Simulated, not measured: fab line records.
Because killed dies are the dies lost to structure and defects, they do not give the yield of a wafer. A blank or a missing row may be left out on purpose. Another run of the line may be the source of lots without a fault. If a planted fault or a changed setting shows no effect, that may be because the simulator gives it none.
What tool caused it? | flow n5-finfet | 24 lots with 72 wafers sampled at 4 steps, on a route of 1938 steps

== WHAT EACH GAUGE READ, for each wafer ==
N5_BEOL_M2_THK_MEAS_53: measures by xrf. Usual: M2_THK gives 40.2 nm (standard deviation 1.9).
lot  | measured     | on            | M2_THK (nm)    | flag
L074 | day 6 18:22  | film-metro-02 | 36.9 39.7 39.0 |
L076 | day 7 08:10  | film-metro-02 | 42.0 40.2 40.5 |
L075 | day 7 09:37  | film-metro-02 | 39.0 40.8 43.0 |
L077 | day 7 15:49  | film-metro-02 | 41.2 39.4 41.9 |
L078 | day 8 01:27  | film-metro-01 | 40.7 38.0 39.6 |
L079 | day 8 01:43  | film-metro-01 | 43.1 40.2 42.7 |
L080 | day 8 09:13  | film-metro-02 | 39.8 40.6 42.6 |
L081 | day 8 14:37  | film-metro-02 | 37.6 42.6 39.7 |
L082 | day 8 16:15  | film-metro-01 | 38.4 40.6 40.3 |
L083 | day 9 04:35  | film-metro-01 | 38.0 38.5 38.7 |
L084 | day 9 05:20  | film-metro-02 | 40.4 39.1 40.9 |
L085 | day 9 18:53  | film-metro-02 | 46.1 37.5 43.8 |
L086 | day 10 00:40 | film-metro-02 | 41.3 38.6 41.8 |
L087 | day 10 07:21 | film-metro-02 | 43.1 37.7 37.6 |
L088 | day 10 08:54 | film-metro-01 | 40.1 41.0 36.2 |
L089 | day 10 15:25 | film-metro-02 | 36.7 38.9 42.9 |
L090 | day 10 22:25 | film-metro-02 | 39.9 38.9 38.8 |
L091 | day 11 01:28 | film-metro-01 | 37.5 40.2 40.3 |
L092 | day 11 04:43 | film-metro-01 | 37.4 43.3 37.6 |
L093 | day 11 11:40 | film-metro-02 | 37.6 41.2 44.9 |
L094 | day 12 05:32 | film-metro-02 | 39.5 38.3 38.2 |
L095 | day 12 10:37 | film-metro-02 | 39.6 36.6 41.5 |
L097 | day 12 15:29 | film-metro-02 | 40.8 40.3 41.4 |
L096 | day 12 19:01 | film-metro-02 | 38.5 41.3 40.8 |

== WHICH TOOL RAN EACH LOT (tool, then ch and the chambers of the sampled wafers, then the start) ==
lot  | N5_BEOL_M2_SPUTTER_48        | N5_BEOL_M2_SPUTTER_81        | N5_BEOL_M2_ANNEAL_95
L074 | pvd-sputter-03, day 6 15:38  | pvd-sputter-03, day 6 16:04  | pvd-sputter-03, day 6 17:15
L076 | pvd-sputter-01, day 7 05:37  | pvd-sputter-01, day 7 06:04  | pvd-sputter-01, day 7 07:14
L075 | pvd-sputter-03, day 7 06:52  | pvd-sputter-03, day 7 07:18  | pvd-sputter-03, day 7 08:29
L077 | pvd-sputter-03, day 7 13:16  | pvd-sputter-03, day 7 13:42  | pvd-sputter-03, day 7 14:53
L078 | pvd-sputter-02, day 7 22:54  | pvd-sputter-02, day 7 23:20  | pvd-sputter-02, day 8 00:31
L079 | pvd-sputter-01, day 7 23:07  | pvd-sputter-01, day 7 23:34  | pvd-sputter-01, day 8 00:44
L080 | pvd-sputter-03, day 8 06:40  | pvd-sputter-03, day 8 07:07  | pvd-sputter-03, day 8 08:17
L081 | pvd-sputter-02, day 8 12:04  | pvd-sputter-02, day 8 12:31  | pvd-sputter-02, day 8 13:41
L082 | pvd-sputter-01, day 8 13:34  | pvd-sputter-01, day 8 14:00  | pvd-sputter-01, day 8 15:11
L083 | pvd-sputter-01, day 9 02:02  | pvd-sputter-01, day 9 02:29  | pvd-sputter-01, day 9 03:40
L084 | pvd-sputter-02, day 9 02:47  | pvd-sputter-02, day 9 03:14  | pvd-sputter-02, day 9 04:25
L085 | pvd-sputter-03, day 9 16:19  | pvd-sputter-03, day 9 16:46  | pvd-sputter-03, day 9 17:56
L086 | pvd-sputter-02, day 9 22:08  | pvd-sputter-02, day 9 22:34  | pvd-sputter-02, day 9 23:45
L087 | pvd-sputter-02, day 10 04:49 | pvd-sputter-02, day 10 05:15 | pvd-sputter-02, day 10 06:26
L088 | pvd-sputter-03, day 10 05:29 | pvd-sputter-03, day 10 05:55 | pvd-sputter-03, day 10 07:06
L089 | pvd-sputter-01, day 10 12:52 | pvd-sputter-01, day 10 13:18 | pvd-sputter-01, day 10 14:29
L090 | pvd-sputter-01, day 10 19:51 | pvd-sputter-01, day 10 20:17 | pvd-sputter-01, day 10 21:28
L091 | pvd-sputter-03, day 10 22:55 | pvd-sputter-03, day 10 23:22 | pvd-sputter-03, day 11 00:32
L092 | pvd-sputter-01, day 11 01:55 | pvd-sputter-01, day 11 02:21 | pvd-sputter-01, day 11 03:32
L093 | pvd-sputter-02, day 11 09:08 | pvd-sputter-02, day 11 09:34 | pvd-sputter-02, day 11 10:45
L094 | pvd-sputter-02, day 12 02:59 | pvd-sputter-02, day 12 03:25 | pvd-sputter-02, day 12 04:36
L095 | pvd-sputter-02, day 12 08:04 | pvd-sputter-02, day 12 08:30 | pvd-sputter-02, day 12 09:41
L097 | pvd-sputter-02, day 12 12:56 | pvd-sputter-02, day 12 13:23 | pvd-sputter-02, day 12 14:34
L096 | pvd-sputter-02, day 12 16:28 | pvd-sputter-02, day 12 16:54 | pvd-sputter-02, day 12 18:05
- N5_BEOL_M2_SPUTTER_48: material Cu, target thk 4.5 nm, time 8.29 s.
- N5_BEOL_M2_SPUTTER_81: material Cu, target thk 4.5 nm, time 8.29 s.
- N5_BEOL_M2_ANNEAL_95: time 240 s.

== AS READ BY THE TOOLS THEMSELVES (means over the sampled wafers that have a number; for cases with no such wafer, the mark the record gives instead) ==
N5_BEOL_M2_SPUTTER_48. Usual: throttle-valve-pct 29.7 %, standard deviation 0.93.
lot  | tool           | throttle-valve-pct (%) | flag
L074 | pvd-sputter-03 | 29.4                   |
L076 | pvd-sputter-01 | 29.7                   |
L075 | pvd-sputter-03 | 28.4                   |
L077 | pvd-sputter-03 | 29.0                   |
L078 | pvd-sputter-02 | 30.1                   |
L079 | pvd-sputter-01 | 30.1                   |
L080 | pvd-sputter-03 | 29.3                   |
L081 | pvd-sputter-02 | 29.5                   |
L082 | pvd-sputter-01 | 30.4                   |
L083 | pvd-sputter-01 | 30.2                   |
L084 | pvd-sputter-02 | 29.8                   |
L085 | pvd-sputter-03 | 29.1                   |
L086 | pvd-sputter-02 | 30.2                   |
L087 | pvd-sputter-02 | 29.5                   |
L088 | pvd-sputter-03 | 28.3                   |
L089 | pvd-sputter-01 | 30.3                   |
L090 | pvd-sputter-01 | 30.0                   |
L091 | pvd-sputter-03 | 30.0                   |
L092 | pvd-sputter-01 | 29.7                   |
L093 | pvd-sputter-02 | 30.4                   |
L094 | pvd-sputter-02 | 30.0                   |
L095 | pvd-sputter-02 | 29.9                   |
L097 | pvd-sputter-02 | 29.8                   |
L096 | pvd-sputter-02 | 29.0                   |

N5_BEOL_M2_SPUTTER_81. Usual: throttle-valve-pct 29.7 %, standard deviation 0.96.
lot  | tool           | throttle-valve-pct (%) | flag
L074 | pvd-sputter-03 | 29.3                   |
L076 | pvd-sputter-01 | 29.5                   |
L075 | pvd-sputter-03 | 28.3                   |
L077 | pvd-sputter-03 | 28.9                   |
L078 | pvd-sputter-02 | 30.0                   |
L079 | pvd-sputter-01 | 30.0                   |
L080 | pvd-sputter-03 | 29.2                   |
L081 | pvd-sputter-02 | 29.5                   |
L082 | pvd-sputter-01 | 30.5                   |
L083 | pvd-sputter-01 | 30.3                   |
L084 | pvd-sputter-02 | 29.9                   |
L085 | pvd-sputter-03 | 29.2                   |
L086 | pvd-sputter-02 | 30.4                   |
L087 | pvd-sputter-02 | 29.4                   |
L088 | pvd-sputter-03 | 28.3                   |
L089 | pvd-sputter-01 | 30.4                   |
L090 | pvd-sputter-01 | 30.0                   |
L091 | pvd-sputter-03 | 30.1                   |
L092 | pvd-sputter-01 | 29.7                   |
L093 | pvd-sputter-02 | 30.4                   |
L094 | pvd-sputter-02 | 29.7                   |
L095 | pvd-sputter-02 | 29.8                   |
L097 | pvd-sputter-02 | 29.9                   |
L096 | pvd-sputter-02 | 29.1                   |

N5_BEOL_M2_ANNEAL_95. Usual: heater-power-w 796 W, standard deviation 100.
lot  | tool           | heater-power-w (W) | flag
L074 | pvd-sputter-03 | 887                |
L076 | pvd-sputter-01 | 826                |
L075 | pvd-sputter-03 | 947                |
L077 | pvd-sputter-03 | 883                |
L078 | pvd-sputter-02 | 706                |
L079 | pvd-sputter-01 | 796                |
L080 | pvd-sputter-03 | 889                |
L081 | pvd-sputter-02 | 758                |
L082 | pvd-sputter-01 | 738                |
L083 | pvd-sputter-01 | 795                |
L084 | pvd-sputter-02 | 701                |
L085 | pvd-sputter-03 | 919                |
L086 | pvd-sputter-02 | 718                |
L087 | pvd-sputter-02 | 709                |
L088 | pvd-sputter-03 | 962                |
L089 | pvd-sputter-01 | 732                |
L090 | pvd-sputter-01 | 787                |
L091 | pvd-sputter-03 | 784                |
L092 | pvd-sputter-01 | 852                |
L093 | pvd-sputter-02 | 767                |
L094 | pvd-sputter-02 | 706                |
L095 | pvd-sputter-02 | 705                |
L097 | pvd-sputter-02 | 714                |
L096 | pvd-sputter-02 | 828                |

== THE ANSWER, worked out from the rows above alone ==
Rule: a lot counts as off when the mean over its wafers that have a number is more than 3 standard deviations away from the usual mean. Also off: a lot with no number at a reading for which 4 or more lots have one. The other lots that the step has rows for count as sound. After the gauges, taken in route order, come the tools' own readings; for these a lot's mean is taken, as printed above. The first step at which some lot is off is used, and at that step the reading that is off furthest; a lot without a number counts as furthest.
Across all readings shown, no lot is off: no conclusion can be drawn from this.

== WHAT THE SIMULATOR PUT IN ==
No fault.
